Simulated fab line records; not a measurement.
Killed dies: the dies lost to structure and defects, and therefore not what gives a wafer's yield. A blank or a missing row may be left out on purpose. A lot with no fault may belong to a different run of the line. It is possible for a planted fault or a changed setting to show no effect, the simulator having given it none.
Which tool was responsible? -- flow n5Finfet -- 72 wafers from 24 lots sampled at 4 of the route's 1938 steps

== WHAT THE GAUGES READ, wafer by wafer ==
N5_BEOL_M12_RS_MEAS_54: measures by four-point-probe.
lot,measured,on,M12_RS (ohm/sq)
L074,day 10 16:07,filmMetro-01,0.0618 0.0610 0.0588
L075,day 10 22:50,filmMetro-02,0.0621 0.0593 0.0602
L076,day 11 06:49,filmMetro-02,0.0605 0.0583 0.0600
L078,day 11 18:19,filmMetro-02,0.0589 0.0592 0.0613
L077,day 11 21:59,filmMetro-02,0.0604 0.0611 0.0596
L080,day 12 06:35,filmMetro-01,0.0596 0.0601 0.0598
L079,day 12 12:08,filmMetro-02,0.0607 0.0592 0.0596
L081,day 12 16:00,filmMetro-02,0.0592 0.0588 0.0588
L082,day 13 07:41,filmMetro-01,0.0595 0.0611 0.0598
L083,day 13 07:57,filmMetro-02,0.0608 0.0602 0.0610
L084,day 13 21:53,filmMetro-02,0.0574 0.0571 0.0599
L086,day 13 22:12,filmMetro-01,0.0608 0.0593 0.0591
L087,day 13 23:22,filmMetro-02,0.0587 0.0605 0.0599
L085,day 14 03:23,filmMetro-02,0.0595 0.0586 0.0597
L088,day 14 12:28,filmMetro-02,0.0589 0.0585 0.0592
L090,day 15 03:13,filmMetro-02,0.0603 0.0600 0.0587
L089,day 15 03:40,filmMetro-02,0.0602 0.0605 0.0595
L091,day 15 03:59,filmMetro-02,0.0600 0.0604 0.0606
L092,day 15 16:20,filmMetro-02,0.0603 0.0597 0.0618
L093,day 16 10:41,filmMetro-01,0.0600 0.0603 0.0600
L095,day 16 11:58,filmMetro-02,0.0610 0.0593 0.0606
L094,day 16 15:25,filmMetro-02,0.0598 0.0596 0.0601
L097,day 16 15:44,filmMetro-01,0.0600 0.0581 0.0583
L096,day 17 01:57,filmMetro-01,0.0615 0.0597 0.0594

N5_BEOL_M13_OVL_MEAS_29.
lot,measured,on,M13_OVL (nm)
L074,day 10 17:37,overlay-02,2 -3 4
L075,day 11 00:20,overlay-01,2 -6 -4
L076,day 11 08:26,overlay-01,-4 -3 1
L078,day 11 20:04,overlay-01,-6 0 -3
L077,day 11 23:36,overlay-01,3 0 -6
L080,day 12 08:14,overlay-01,4 1 -6
L079,day 12 13:37,overlay-02,-7 -9 -10
L081,day 12 17:37,overlay-02,-4 0 -5
L082,day 13 09:10,overlay-01,5 4 4
L083,day 13 09:42,overlay-02,-1 6 -5
L084,day 13 23:30,overlay-01,-11 -9 -1
L086,day 13 23:59,overlay-01,-6 -6 -6
L087,day 14 01:34,overlay-02,-7 -10 -6
L085,day 14 04:53,overlay-02,-5 -4 -1
L088,day 14 14:23,overlay-01,5 -3 3
L090,day 15 04:53,overlay-01,-6 -1 -11
L089,day 15 05:29,overlay-01,-6 -4 -3
L091,day 15 05:56,overlay-02,-14 -5 -15
L092,day 15 18:08,overlay-02,-1 -2 -3
L093,day 16 12:26,overlay-02,-15 2 -4
L095,day 16 13:38,overlay-02,-3 -8 -7
L094,day 16 17:02,overlay-02,-7 -22 -4
L097,day 16 17:35,overlay-02,-11 -6 -4
L096,day 17 03:26,overlay-01,-3 -1 -8

== WHAT TOOL EACH LOT RAN ON (gives the tool, then ch and the chambers of the sampled wafers, and finally the start) ==
lot,N5_BEOL_M12_DEGAS_41,N5_BEOL_M13_VIA_ETCH_16
L074,"pvdSputter-03, day 10 14:11","rieDiel-02 ch 0,2,3, day 10 16:49"
L075,"pvdSputter-01, day 10 21:26","rieDiel-05 ch 1,2,3, day 10 23:32"
L076,"pvdSputter-01, day 11 05:37","rieDiel-01 ch 1,2,3, day 11 07:38"
L078,"pvdSputter-02, day 11 17:04","rieDiel-05 ch 2,3, day 11 19:08"
L077,"pvdSputter-01, day 11 20:38","rieDiel-01 ch 0,1,3, day 11 22:40"
L080,"pvdSputter-03, day 12 05:22","rieDiel-05 ch 0,3, day 12 07:16"
L079,"pvdSputter-01, day 12 10:55","rieDiel-01 ch 0,1,2, day 12 12:49"
L081,"pvdSputter-02, day 12 14:47","rieDiel-01 ch 0,1,3, day 12 16:42"
L082,"pvdSputter-01, day 13 06:14","rieDiel-05 ch 0,2, day 13 08:22"
L083,"pvdSputter-01, day 13 06:35","rieDiel-01 ch 0,1, day 13 08:46"
L084,"pvdSputter-03, day 13 20:31","rieDiel-02 ch 2,3, day 13 22:42"
L086,"pvdSputter-03, day 13 20:59","rieDiel-05 ch 1,2,3, day 13 23:01"
L087,"pvdSputter-03, day 13 21:54","rieDiel-02 ch 0,2,3, day 14 00:36"
L085,"pvdSputter-02, day 14 02:09","rieDiel-02 ch 0,1,3, day 14 04:04"
L088,"pvdSputter-01, day 14 11:08","rieDiel-05 ch 1,3, day 14 13:26"
L090,"pvdSputter-02, day 15 01:14","rieDiel-01 ch 1,2,3, day 15 04:05"
L089,"pvdSputter-03, day 15 01:35","rieDiel-02 ch 0,1,3, day 15 04:38"
L091,"pvdSputter-03, day 15 02:28","rieDiel-01 ch 0,2,3, day 15 05:00"
L092,"pvdSputter-03, day 15 15:07","rieDiel-02 ch 0,2, day 15 17:13"
L093,"pvdSputter-03, day 16 09:28","rieDiel-01 ch 0,2, day 16 11:31"
L095,"pvdSputter-03, day 16 10:23","rieDiel-01 ch 0,2, day 16 12:47"
L094,"pvdSputter-01, day 16 14:11","rieDiel-05 ch 0,3, day 16 16:14"
L097,"pvdSputter-01, day 16 14:31","rieDiel-05 ch 0,2,3, day 16 16:34"
L096,"pvdSputter-01, day 16 22:39","rieDiel-02 ch 1,3, day 17 02:38"
- N5_BEOL_M12_DEGAS_41: time 60 s.
- N5_BEOL_M13_VIA_ETCH_16: etches SiOC in C4F8/O2/Ar, target depth 921.7 nm.

== AS READ BY THE TOOLS THEMSELVES (means over the sampled wafers that have a number; for cases with no such wafer, the mark the record gives instead) ==
N5_BEOL_M12_DEGAS_41.
lot,tool,heaterPowerW (W)
L074,pvdSputter-03,348
L075,pvdSputter-01,301
L076,pvdSputter-01,337
L078,pvdSputter-02,346
L077,pvdSputter-01,333
L080,pvdSputter-03,343
L079,pvdSputter-01,298
L081,pvdSputter-02,308
L082,pvdSputter-01,334
L083,pvdSputter-01,312
L084,pvdSputter-03,331
L086,pvdSputter-03,333
L087,pvdSputter-03,332
L085,pvdSputter-02,344
L088,pvdSputter-01,343
L090,pvdSputter-02,347
L089,pvdSputter-03,321
L091,pvdSputter-03,346
L092,pvdSputter-03,349
L093,pvdSputter-03,349
L095,pvdSputter-03,357
L094,pvdSputter-01,335
L097,pvdSputter-01,370
L096,pvdSputter-01,345

N5_BEOL_M13_VIA_ETCH_16.
lot,tool,drypumpMotorCurrentA (A),mfcArSccm (sccm),oesProductAu (a.u.),rfFwdPowerW (W),rfVppV (V),showerheadPlenumPTorr (Torr),throttleValvePct (%)
L074,rieDiel-02,5.5,400.0,0.64,2995,663,3.34,24.10
L075,rieDiel-05,5.6,399.3,0.63,2993,666,3.44,24.43
L076,rieDiel-01,5.8,400.0,0.69,2995,664,3.41,24.24
L078,rieDiel-05,5.6,400.3,0.64,2990,668,3.52,24.29
L077,rieDiel-01,5.8,398.6,0.70,2989,663,3.32,24.21
L080,rieDiel-05,5.7,400.1,0.66,3001,669,3.53,24.30
L079,rieDiel-01,6.2,398.5,0.70,2992,666,3.41,24.27
L081,rieDiel-01,5.8,399.3,0.70,2996,663,3.32,24.21
L082,rieDiel-05,5.8,399.5,0.69,2997,669,3.56,24.32
L083,rieDiel-01,6.2,399.8,0.70,2992,663,3.32,24.25
L084,rieDiel-02,5.6,398.5,0.62,2997,661,3.28,24.19
L086,rieDiel-05,5.6,397.9,0.71,2996,666,3.43,24.35
L087,rieDiel-02,5.5,400.6,0.62,2997,663,3.33,24.14
L085,rieDiel-02,6.0,399.9,0.62,3003,664,3.38,24.22
L088,rieDiel-05,5.7,400.7,0.69,2993,663,3.35,24.51
L090,rieDiel-01,5.8,400.3,0.67,3004,665,3.40,24.27
L089,rieDiel-02,5.9,400.6,0.62,2995,664,3.38,24.21
L091,rieDiel-01,5.6,399.1,0.64,2985,662,3.34,24.39
L092,rieDiel-02,5.5,399.8,0.63,2983,664,3.37,24.09
L093,rieDiel-01,6.0,400.5,0.63,2997,666,3.42,24.46
L095,rieDiel-01,6.0,398.6,0.64,2998,663,3.34,24.42
L094,rieDiel-05,5.8,400.4,0.74,2995,668,3.54,24.23
L097,rieDiel-05,5.7,400.1,0.78,3009,668,3.52,24.12
L096,rieDiel-02,6.0,399.8,0.78,2995,670,3.59,24.13

== THE ANSWER, worked out from the rows above alone ==
Rule: the usual values come from the lots themselves. Put in order of their means at a reading, lots are off if they are a third of the lots or fewer, leave a main group of 4 or more, and stand apart from it by a gap of 3 or more times the standard deviation of the main group's means; of several such gaps the widest counts. A main group whose means are all the same, to the digits that the tables above print for the reading, isn't used. A lot without any number at a reading at which 4 lots or more have one is off too. Any other lot the step has rows for is counted as sound. Order of review: gauges by route order, followed by the tools' own readings, for which a lot's mean as printed above is used. At the first step where some lot is off, the reading lying furthest off is the one used; lots without a number count as furthest.
Across all readings shown, no lot is off: no conclusion can be drawn from this.

== WHAT THE SIMULATOR HAD INSERTED ==
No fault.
